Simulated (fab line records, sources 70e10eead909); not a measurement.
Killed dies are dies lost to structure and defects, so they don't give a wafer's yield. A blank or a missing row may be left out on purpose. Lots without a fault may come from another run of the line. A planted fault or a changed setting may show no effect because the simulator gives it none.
fab line records | flow nand_harc
record lots=24 wafers=72 last_day=33
route steps=1302 shown A_CONTACT@1047
lots that met no fault: from a run of the same line without faults
start_h: hours from the record's first day to the start of the lot's first wafer shown | wait_h: hours since the lot's step before | " the same as in the row above | L1.1+2: a row that stands for several wafers | - no value, or no start given | * or withheld: withheld | < > ~ a bound
route shown NAME@n: a module of which the file shows steps, and the number in the route of the first | usual: mean/standard deviation of fault-free wafers | same: alike in all rows | chamber/n: place in a boat | sites: the reading at each site | _std_site: their standard deviation | _edge_site: outer sites' mean less inner sites' | radius_mm: how far each site lies from the wafer's centre | mask NAME#n: copy n | behind: the tool/chamber that last shaped the wafer | hold: why the lot was held/for how many hours/how that ended | device: the transistor (n, p or np) that didn't switch | end of line: the same wafers' tests at the end of the route | a step without rows: its recipe alone | killed: dies lost to structure and defects at the first sort, not the wafer's yield | map: a wafer's dies, x killed, . not, _ none there
set.NAME: the setting as run; set.NAME@STEP: as run at that earlier step | model.NAME: the simulator's own value behind a step, which no gauge read
steps of the route over a sample of lots; a table a step, a row a wafer
services: from which hour (start_h, from the record's first day; less than 0 if before it) a tool's chamber was out of use, for how many hours, and why
## steps
# step NHARC_A_CONTACT_ETCH_124
# recipe source_w=withheld pressure_mtorr=20 bias_v=withheld time_s=140 target_depth_a=7000 ar_flow_sccm=withheld c4f8_flow_sccm=withheld o2_flow_sccm=withheld chemistry=C4F8/O2/Ar
# columns lot.wafer tool chamber start_h wait_h rf_hours_counter_h
L075.2 har_cap_etch-03 0 505.24 - 43
L075.1 " 1 " " 43
L075.5 " 0 " " -
L074.1 har_cap_etch-01 1 515.40 - 0
L074.4 " 1 " " -
L074.6 " 1 " " -
L076.2 har_cap_etch-02 0 522.02 - 86
L076.5 " 0 " " -
L076.6 " 1 " " -
L077.2 har_cap_etch-03 0 522.07 - 48
L077.3 " 1 " " -
L077.6 " 1 " " -
L079.2 har_cap_etch-03 1 537.73 - 52
L079.1 " 0 " " 52
L079.6 " 1 " " -
L078.1 har_cap_etch-03 1 551.47 - 54
L078.3 " 0 " " -
L078.6 " 1 " " -
L081.2 har_cap_etch-03 0 570.28 - 57
L081.4 " 1 " " -
L081.3 " 0 " " -
L082.3 har_cap_etch-03 0 579.03 - -
L082.6 " 0 " " -
L082.5 " 1 " " -
L083.1 har_cap_etch-01 1 593.17 - 14
L083.2 " 0 " " 14
L083.4 " 1 " " -
L084.1 har_cap_etch-03 1 607.04 - 66
L084.3 " 0 " " -
L084.5 " 1 " " -
L086.1 har_cap_etch-01 1 609.53 - 20
L086.2 " 0 " " 20
L086.6 " 1 " " -
L085.1 har_cap_etch-03 1 615.53 - 67
L085.2 " 0 " " 67
L085.3 " 0 " " -
L080.2 har_cap_etch-01 0 634.48 - 26
L080.3 " 1 " " -
L080.4 " 0 " " -
L088.4 har_cap_etch-03 1 635.86 - -
L088.3 " 0 " " -
L088.6 " 1 " " -
L089.2 har_cap_etch-02 1 636.93 - 95
L089.4 " 0 " " -
L089.3 " 1 " " -
L087.2 har_cap_etch-03 0 656.33 - 76
L087.1 " 1 " " 76
L087.6 " 1 " " -
L090.2 har_cap_etch-03 1 666.41 - 78
L090.5 " 0 " " -
L090.6 " 1 " " -
L091.2 har_cap_etch-03 0 685.45 - 79
L091.4 " 0 " " -
L091.5 " 1 " " -
L092.4 har_cap_etch-02 0 696.87 - -
L092.5 " 1 " " -
L092.6 " 0 " " -
L093.2 har_cap_etch-01 0 701.19 - 37
L093.4 " 0 " " -
L093.6 " 1 " " -
L094.2 har_cap_etch-02 1 702.05 - 107
L094.4 " 0 " " -
L094.5 " 0 " " -
L095.2 har_cap_etch-02 1 711.07 - 110
L095.1 " 0 " " 110
L095.5 " 0 " " -
L097.1 har_cap_etch-03 0 716.95 - 89
L097.2 " 1 " " 89
L097.3 " 0 " " -
L096.3 har_cap_etch-02 1 717.37 - -
L096.6 " 1 " " -
L096.5 " 0 " " -
# step NHARC_A_CONTACT_CD_MEAS_80
# usual cd_nm=289.5/0.71
# columns lot.wafer tool chamber start_h wait_h cd_nm
L075.1 cd_sem-01 - 507.91 - 288.0
L075.2 " - " " 289.4
L075.5 " - " " 288.8
L074.1 cd_sem-02 - 518.05 - 290.0
L074.4 " - " " 289.6
L074.6 " - " " 290.0
L077.2 cd_sem-03 - 524.68 - 288.9
L077.3 " - " " 290.4
L077.6 " - " " 290.3
L076.2 cd_sem-03 - 524.79 - 289.3
L076.5 " - " " 289.4
L076.6 " - " " 288.9
L079.1 cd_sem-02 - 540.34 - 289.6
L079.2 " - " " 289.3
L079.6 " - " " 288.8
L078.1 cd_sem-01 - 554.52 - 288.5
L078.3 " - " " 288.0
L078.6 " - " " 288.2
L081.2 cd_sem-02 - 572.89 - 290.5
L081.3 " - " " 290.0
L081.4 " - " " 289.7
L082.3 cd_sem-01 - 581.60 - 289.1
L082.5 " - " " 289.4
L082.6 " - " " 288.7
L083.1 cd_sem-02 - 595.77 - 289.4
L083.2 " - " " 290.2
L083.4 " - " " 289.7
L084.1 cd_sem-02 - 609.64 - 289.3
L084.3 " - " " 288.7
L084.5 " - " " 290.2
L086.1 cd_sem-02 - 612.15 - 290.0
L086.2 " - " " 289.6
L086.6 " - " " 289.5
L085.1 cd_sem-01 - 618.15 - 289.1
L085.2 " - " " 290.2
L085.3 " - " " 289.4
L080.2 cd_sem-02 - 637.06 - 290.7
L080.3 " - " " 290.9
L080.4 " - " " 290.3
L088.3 cd_sem-01 - 638.41 - 289.2
L088.4 " - " " 290.4
L088.6 " - " " 289.2
L089.2 cd_sem-01 - 639.51 - 289.4
L089.3 " - " " 289.0
L089.4 " - " " 289.1
L087.1 cd_sem-01 - 658.95 - 289.8
L087.2 " - " " 290.6
L087.6 " - " " 290.7
L090.2 cd_sem-01 - 668.98 - 289.4
L090.5 " - " " 290.2
L090.6 " - " " 289.4
L091.2 cd_sem-01 - 688.06 - 289.1
L091.4 " - " " 290.0
L091.5 " - " " 289.7
L092.4 cd_sem-01 - 699.41 - 289.8
L092.5 " - " " 290.2
L092.6 " - " " 289.4
L093.2 cd_sem-03 - 704.07 - 289.9
L093.4 " - " " 289.8
L093.6 " - " " 289.6
L094.2 cd_sem-02 - 704.83 - 289.8
L094.4 " - " " 290.9
L094.5 " - " " 290.7
L095.1 cd_sem-02 - 713.68 - 288.3
L095.2 " - " " 288.4
L095.5 " - " " 288.6
L097.1 cd_sem-03 - 719.56 - 288.9
L097.2 " - " " 288.8
L097.3 " - " " 289.4
L096.3 cd_sem-03 - 719.93 - 290.8
L096.5 " - " " 289.6
L096.6 " - " " 290.6
# step NHARC_A_CONTACT_CD_MEAS_08
# recipe target_cd_nm=200 landing_energy_ev=500
# usual cd_nm=200.2/0.57
# columns lot.wafer tool chamber start_h wait_h cd_nm
L075.1 cd_sem-03 0 511.46 - 201.0
L075.2 " 0 " " 199.7
L075.5 " 0 " " 200.3
L074.1 cd_sem-02 0 522.03 - 200.6
L074.4 " 0 " " 200.4
L074.6 " 0 " " 200.0
L077.2 cd_sem-02 0 528.64 - 200.0
L077.3 " 0 " " 200.0
L077.6 " 0 " " 200.0
L076.2 cd_sem-03 0 529.01 - 200.1
L076.5 " 0 " " 200.1
L076.6 " 0 " " 199.9
L079.1 cd_sem-03 0 543.63 - 201.1
L079.2 " 0 " " 201.2
L079.6 " 0 " " 201.3
L078.1 cd_sem-02 0 561.37 - 199.7
L078.3 " 0 " " 200.6
L078.6 " 0 " " 200.2
L081.2 cd_sem-02 0 576.32 - 201.3
L081.3 " 0 " " 200.3
L081.4 " 0 " " 200.4
L082.3 cd_sem-02 0 587.12 - 200.6
L082.5 " 0 " " 199.6
L082.6 " 0 " " 200.6
L083.1 cd_sem-02 0 599.19 - 201.0
L083.2 " 0 " " 199.2
L083.4 " 0 " " 200.0
L084.1 cd_sem-02 0 616.30 - 199.7
L084.3 " 0 " " 200.6
L084.5 " 0 " " 200.0
L086.1 cd_sem-03 0 618.18 - 200.4
L086.2 " 0 " " 199.7
L086.6 " 0 " " 199.7
L085.1 cd_sem-02 0 624.23 - 199.9
L085.2 " 0 " " 199.6
L085.3 " 0 " " 200.0
L080.2 cd_sem-01 0 640.36 - 199.7
L080.3 " 0 " " 200.8
L080.4 " 0 " " 200.4
L088.3 cd_sem-01 0 641.72 - 201.2
L088.4 " 0 " " 201.2
L088.6 " 0 " " 201.4
L089.2 cd_sem-03 0 643.15 - 201.1
L089.3 " 0 " " 199.8
L089.4 " 0 " " 200.2
L087.1 cd_sem-03 0 662.37 - 199.0
L087.2 " 0 " " 200.1
L087.6 " 0 " " 199.2
L090.2 cd_sem-03 0 675.09 - 200.4
L090.5 " 0 " " 200.4
L090.6 " 0 " " 200.1
L091.2 cd_sem-02 0 693.48 - 199.8
L091.4 " 0 " " 200.7
L091.5 " 0 " " 200.3
L092.4 cd_sem-01 0 704.64 - 200.0
L092.5 " 0 " " 200.3
L092.6 " 0 " " 199.9
L093.2 cd_sem-03 0 710.17 - 199.3
L093.4 " 0 " " 200.8
L093.6 " 0 " " 200.0
L094.2 cd_sem-03 0 712.01 - 199.9
L094.4 " 0 " " 199.4
L094.5 " 0 " " 200.5
L095.1 cd_sem-03 0 717.04 - 200.0
L095.2 " 0 " " 200.2
L095.5 " 0 " " 199.5
L097.1 cd_sem-01 0 723.12 - 200.1
L097.2 " 0 " " 200.7
L097.3 " 0 " " 200.1
L096.3 cd_sem-03 0 723.48 - 201.1
L096.5 " 0 " " 200.4
L096.6 " 0 " " 199.9
# step NHARC_A_CONTACT_DESCUM_13
# recipe time_s=3 o2_flow_sccm=200 ar_flow_sccm=0 bias_power_w=0 chemistry=O2
# usual drypump_motor_current_A=6.1/0.52 o2_flow_sccm=200.0/0.61 oes_product_au=0.995/0.012 rf_vpp_V=57.8/0.89 showerhead_plenum_p_Torr=1.93/0.089 throttle_valve_pct=11.311/0.0093
# columns lot.wafer tool chamber start_h wait_h drypump_motor_current_A o2_flow_sccm oes_product_au rf_hours_counter_h rf_vpp_V showerhead_plenum_p_Torr throttle_valve_pct
L075.1 rie_diel-02 0 511.64 0.1 6.1 199.5 0.999 18 58.5 2.01 11.312
L075.2 " 3 " " 6.6 201.0 0.981 19 56.7 1.79 11.309
L075.5 " 2 " " 6.4 200.0 1.008 - 58.1 1.90 11.308
L074.4 rie_diel-09 0 522.22 0.1 5.7 201.1 0.974 6 58.2 2.04 11.292
L074.1 " 1 " " 6.1 199.8 1.023 6 58.8 1.88 11.302
L074.6 " 0 " " 5.7 200.3 0.967 - 59.7 2.04 11.314
L077.2 rie_diel-02 2 528.82 0.1 6.4 200.8 1.013 22 56.4 1.90 11.313
L077.3 " 0 " " 6.1 200.0 0.988 21 57.3 2.01 11.307
L077.6 " 3 " " 6.6 198.7 0.981 - 56.7 1.79 11.313
L076.2 rie_diel-09 2 529.20 0.1 5.1 200.1 0.986 7 59.1 2.07 11.297
L076.5 " 1 " " 6.1 200.3 1.015 - 58.4 1.88 11.309
L076.6 " 2 " " 5.0 200.2 0.994 - 59.8 2.07 11.311
L079.2 rie_diel-02 1 543.82 0.1 6.6 200.1 1.007 17 58.8 1.89 11.319
L079.1 " 2 " " 6.4 199.7 1.004 24 56.3 1.90 11.318
L079.6 " 0 " " 6.2 199.8 0.983 - 57.6 2.01 11.322
L078.1 rie_diel-02 2 561.57 0.1 6.4 200.5 0.991 27 57.4 1.90 11.300
L078.3 " 3 " " 6.6 200.7 0.983 26 57.9 1.78 11.317
L078.6 " 1 " " 6.6 199.4 0.984 - 57.1 1.89 11.313
L081.3 rie_diel-09 1 576.51 0.1 6.1 200.0 1.009 24 57.5 1.88 11.321
L081.2 " 3 " " 5.2 200.5 0.993 20 56.8 1.87 11.323
L081.4 " 0 " " 5.7 200.4 0.996 23 58.6 2.03 11.317
L082.3 rie_diel-09 1 587.32 0.1 6.1 200.1 1.015 29 57.1 1.88 11.305
L082.6 " 2 " " 5.1 200.4 0.999 - 59.6 2.07 11.306
L082.5 " 3 " " 5.2 199.6 0.982 - 57.4 1.86 11.312
L083.1 rie_diel-09 1 599.37 0.1 6.1 199.9 1.020 34 57.8 1.88 11.327
L083.2 " 2 " " 5.1 199.5 1.006 30 57.3 2.07 11.306
L083.4 " 1 " " 6.1 199.6 1.011 - 57.7 1.88 11.303
L084.1 rie_diel-02 3 616.49 0.1 6.6 199.4 0.980 3 57.8 1.78 11.301
L084.3 " 1 " " 6.6 199.5 0.982 6 58.1 1.89 11.301
L084.5 " 3 " " 6.6 199.8 0.986 - 57.4 1.78 11.302
L086.2 rie_diel-09 0 618.38 0.1 5.7 200.4 0.979 42 58.8 2.03 11.319
L086.1 " 3 " " 5.2 199.8 0.992 33 56.1 1.86 11.315
L086.6 " 0 " " 5.7 199.4 0.986 - 58.5 2.03 11.313
L085.2 rie_diel-13 3 624.42 0.1 5.9 200.6 0.985 30 57.9 2.05 11.307
L085.1 " 1 " " 6.5 200.1 0.993 35 58.8 1.96 11.306
L085.3 " 2 " " 5.4 199.5 0.977 33 58.6 1.96 11.307
L080.4 rie_diel-02 2 640.54 0.1 6.4 201.0 0.998 9 57.3 1.90 11.308
L080.3 " 0 " " 6.1 200.7 1.003 9 57.9 2.01 11.326
L080.2 " 1 " " 6.6 199.6 0.990 11 57.0 1.88 11.318
L088.3 rie_diel-02 0 641.92 0.1 6.2 200.0 1.003 9 58.0 2.01 11.297
L088.4 " 1 " " 6.6 200.9 0.993 11 58.2 1.88 11.311
L088.6 " 3 " " 6.6 199.4 0.998 - 57.2 1.78 11.317
L089.2 rie_diel-02 1 643.33 0.1 6.6 199.2 0.994 12 57.9 1.88 11.303
L089.4 " 2 " " 6.4 200.4 1.004 10 57.8 1.90 11.299
L089.3 " 3 " " 6.6 200.8 0.993 7 57.9 1.78 11.313
L087.2 rie_diel-02 2 662.58 0.1 6.4 201.0 1.000 12 58.4 1.89 11.294
L087.1 " 3 " " 6.6 199.6 0.982 9 56.3 1.78 11.289
L087.6 " 1 " " 6.6 199.1 0.998 - 57.3 1.88 11.310
L090.2 rie_diel-13 0 675.29 0.1 6.0 200.8 1.026 41 58.1 1.96 11.297
L090.5 " 3 " " 5.9 200.5 0.988 - 57.6 2.04 11.302
L090.6 " 0 " " 6.0 200.2 1.025 - 59.6 1.96 11.314
L091.2 rie_diel-02 1 693.69 0.1 6.6 199.0 0.982 18 57.4 1.88 11.327
L091.4 " 2 " " 6.5 200.9 1.007 17 58.2 1.89 11.296
L091.5 " 0 " " 6.2 199.9 0.978 - 57.8 2.01 11.317
L092.4 rie_diel-02 0 704.83 0.1 6.2 200.2 0.997 19 57.2 2.01 11.302
L092.6 " 2 " " 6.5 200.3 0.994 - 56.9 1.89 11.322
L092.5 " 3 " " 6.6 199.7 0.985 - 57.3 1.78 11.324
L093.4 rie_diel-13 1 710.44 0.1 6.4 199.9 0.996 1 58.4 1.95 11.311
L093.2 " 0 " " 6.0 200.4 1.017 1 58.3 1.95 11.317
L093.6 " 1 " " 6.4 200.0 0.995 - 57.3 1.95 11.295
L094.2 rie_diel-02 2 712.19 0.1 6.4 199.2 1.008 20 57.7 1.89 11.304
L094.4 " 3 " " 6.6 198.8 0.999 17 57.0 1.78 11.281
L094.5 " 2 " " 6.4 200.4 1.004 - 58.4 1.89 11.312
L095.2 rie_diel-09 0 717.24 0.1 5.7 200.4 0.994 13 59.3 2.02 11.334
L095.1 " 1 " " 6.1 201.1 0.993 13 58.9 1.86 11.305
L095.5 " 2 " " 5.1 199.7 0.984 - 58.9 2.06 11.308
L097.2 rie_diel-13 0 723.30 0.1 6.0 199.3 1.006 8 59.6 1.95 11.327
L097.3 " 1 " " 6.4 200.1 0.995 8 57.4 1.94 11.340
L097.1 " 2 " " 5.4 201.0 1.003 6 57.3 1.95 11.307
L096.3 rie_diel-09 2 723.72 0.1 5.0 200.9 0.985 13 58.7 2.05 11.318
L096.5 " 1 " " 6.1 199.0 0.995 - 58.4 1.86 11.327
L096.6 " 2 " " 5.1 201.3 0.981 - 57.7 2.05 11.313
# step NHARC_A_CONTACT_ETCH_136
# recipe source_w=withheld pressure_mtorr=20 bias_v=1200 time_s=311 target_depth_a=19120 ar_flow_sccm=withheld c4f8_flow_sccm=withheld o2_flow_sccm=withheld chemistry=C4F8/O2/Ar
# columns lot.wafer tool chamber start_h wait_h rf_hours_counter_h
L075.1 har_cap_etch-03 1 513.79 0.2 47
L075.2 " 0 " " 47
L075.5 " 0 " " -
L074.1 har_cap_etch-01 0 523.85 0.2 2
L074.4 " 1 " " -
L074.6 " 0 " " -
L077.2 har_cap_etch-02 1 530.46 0.2 88
L077.3 " 0 " " -
L077.6 " 1 " " -
L076.2 har_cap_etch-01 0 531.03 0.3 4
L076.6 " 0 " " -
L076.5 " 1 " " -
L079.2 har_cap_etch-01 0 545.40 0.2 5
L079.1 " 1 " " 5
L079.6 " 0 " " -
L078.1 har_cap_etch-03 0 563.19 0.2 56
L078.3 " 0 " " -
L078.6 " 1 " " -
L081.2 har_cap_etch-01 1 578.15 0.2 11
L081.3 " 1 " " -
L081.4 " 0 " " -
L082.3 har_cap_etch-03 1 589.02 0.2 -
L082.6 " 0 " " -
L082.5 " 1 " " -
L083.2 har_cap_etch-03 1 601.19 0.2 65
L083.1 " 0 " " 65
L083.4 " 0 " " -
L084.1 har_cap_etch-01 0 618.13 0.2 23
L084.3 " 1 " " -
L084.5 " 0 " " -
L086.2 har_cap_etch-03 1 619.99 0.2 70
L086.1 " 0 " " 70
L086.6 " 0 " " -
L085.2 har_cap_etch-02 1 627.11 0.2 94
L085.1 " 0 " " 94
L085.3 " 0 " " -
L080.2 har_cap_etch-01 0 642.13 0.2 28
L080.3 " 0 " " -
L080.4 " 1 " " -
L088.4 har_cap_etch-03 0 643.60 0.2 -
L088.3 " 1 " " -
L088.6 " 1 " " -
L089.2 har_cap_etch-02 1 644.97 0.2 97
L089.3 " 0 " " -
L089.4 " 1 " " -
L087.1 har_cap_etch-01 1 664.17 0.2 32
L087.2 " 0 " " 32
L087.6 " 1 " " -
L090.2 har_cap_etch-01 0 676.92 0.2 33
L090.5 " 1 " " -
L090.6 " 0 " " -
L091.2 har_cap_etch-01 0 695.32 0.2 37
L091.4 " 0 " " -
L091.5 " 1 " " -
L092.4 har_cap_etch-02 0 707.44 0.2 -
L092.6 " 1 " " -
L092.5 " 0 " " -
L093.2 har_cap_etch-03 1 712.09 0.2 88
L093.4 " 0 " " -
L093.6 " 0 " " -
L094.2 har_cap_etch-01 0 713.80 0.2 42
L094.4 " 0 " " -
L094.5 " 0 " " -
L095.1 har_cap_etch-01 1 721.63 0.2 43
L095.2 " 0 " " 43
L095.5 " 1 " " -
L097.1 har_cap_etch-03 0 724.97 0.2 92
L097.2 " 1 " " 92
L097.3 " 1 " " -
L096.3 har_cap_etch-02 0 725.55 0.2 -
L096.5 " 1 " " -
L096.6 " 0 " " -
# step NHARC_A_CONTACT_ETCH_138
# recipe source_w=withheld pressure_mtorr=20 bias_v=1200 time_s=311 target_depth_a=19140 ar_flow_sccm=withheld c4f8_flow_sccm=withheld o2_flow_sccm=withheld chemistry=C4F8/O2/Ar
# columns lot.wafer tool chamber start_h wait_h rf_hours_counter_h
L075.1 har_cap_etch-03 1 514.33 0.2 48
L075.2 " 0 " " 48
L075.5 " 0 " " -
L074.1 har_cap_etch-01 0 524.39 0.2 3
L074.4 " 1 " " -
L074.6 " 0 " " -
L077.2 har_cap_etch-02 1 531.00 0.2 89
L077.3 " 0 " " -
L077.6 " 1 " " -
L076.2 har_cap_etch-01 0 531.74 0.3 4
L076.6 " 0 " " -
L076.5 " 1 " " -
L079.2 har_cap_etch-01 0 545.95 0.2 5
L079.1 " 1 " " 5
L079.6 " 0 " " -
L078.1 har_cap_etch-03 0 563.74 0.2 57
L078.3 " 0 " " -
L078.6 " 1 " " -
L081.2 har_cap_etch-01 1 578.69 0.2 11
L081.3 " 1 " " -
L081.4 " 0 " " -
L082.3 har_cap_etch-03 1 589.57 0.2 -
L082.6 " 0 " " -
L082.5 " 1 " " -
L083.2 har_cap_etch-03 1 601.73 0.2 65
L083.1 " 0 " " 65
L083.4 " 0 " " -
L084.1 har_cap_etch-01 0 618.68 0.2 23
L084.3 " 1 " " -
L084.5 " 0 " " -
L086.2 har_cap_etch-03 1 620.54 0.2 70
L086.1 " 0 " " 70
L086.6 " 0 " " -
L085.2 har_cap_etch-02 1 627.66 0.2 95
L085.1 " 0 " " 95
L085.3 " 0 " " -
L080.2 har_cap_etch-01 0 642.68 0.2 28
L080.3 " 0 " " -
L080.4 " 1 " " -
L088.4 har_cap_etch-03 0 644.14 0.2 -
L088.3 " 1 " " -
L088.6 " 1 " " -
L089.2 har_cap_etch-02 1 645.52 0.2 98
L089.3 " 0 " " -
L089.4 " 1 " " -
L087.1 har_cap_etch-01 1 664.71 0.2 32
L087.2 " 0 " " 32
L087.6 " 1 " " -
L090.2 har_cap_etch-01 0 677.47 0.2 33
L090.5 " 1 " " -
L090.6 " 0 " " -
L091.2 har_cap_etch-01 0 695.87 0.2 37
L091.4 " 0 " " -
L091.5 " 1 " " -
L092.4 har_cap_etch-02 0 707.98 0.2 -
L092.6 " 1 " " -
L092.5 " 0 " " -
L093.2 har_cap_etch-03 1 712.63 0.2 89
L093.4 " 0 " " -
L093.6 " 0 " " -
L094.2 har_cap_etch-01 0 714.35 0.2 42
L094.4 " 0 " " -
L094.5 " 0 " " -
L095.1 har_cap_etch-01 1 722.17 0.2 44
L095.2 " 0 " " 44
L095.5 " 1 " " -
L097.1 har_cap_etch-03 0 725.51 0.2 92
L097.2 " 1 " " 92
L097.3 " 1 " " -
L096.3 har_cap_etch-02 0 726.09 0.2 -
L096.5 " 1 " " -
L096.6 " 0 " " -
## services
# columns tool chamber start_h hours kind
rie_diel-02 1 493.79 33.7 repair
har_cap_etch-01 - 497.00 17.0 pm
har_cap_etch-01 0 497.00 17.0 vent_cycle
har_cap_etch-01 1 497.00 17.0 vent_cycle
rie_diel-09 - 497.48 9.0 pm
rie_diel-02 0 501.08 - clean
rie_diel-02 2 501.08 - clean
rie_diel-02 3 501.08 - clean
rie_diel-09 - 507.54 1.2 repair
rie_diel-02 0 513.70 3.2 repair
har_cap_etch-01 0 514.00 - clean
har_cap_etch-01 1 514.00 - clean
rie_diel-09 1 514.45 2.4 repair
rie_diel-13 - 520.67 9.0 pm
rie_diel-02 0 525.62 - clean
rie_diel-02 2 525.62 - clean
rie_diel-02 3 525.62 - clean
rie_diel-02 - 571.04 9.0 pm
rie_diel-02 3 603.32 5.1 repair
rie_diel-09 0 651.53 2.5 repair
rie_diel-09 0 658.66 1.4 repair
rie_diel-09 - 674.51 9.0 pm
har_cap_etch-01 - 691.24 1.0 repair
rie_diel-13 - 699.67 9.0 pm
## key
fault none
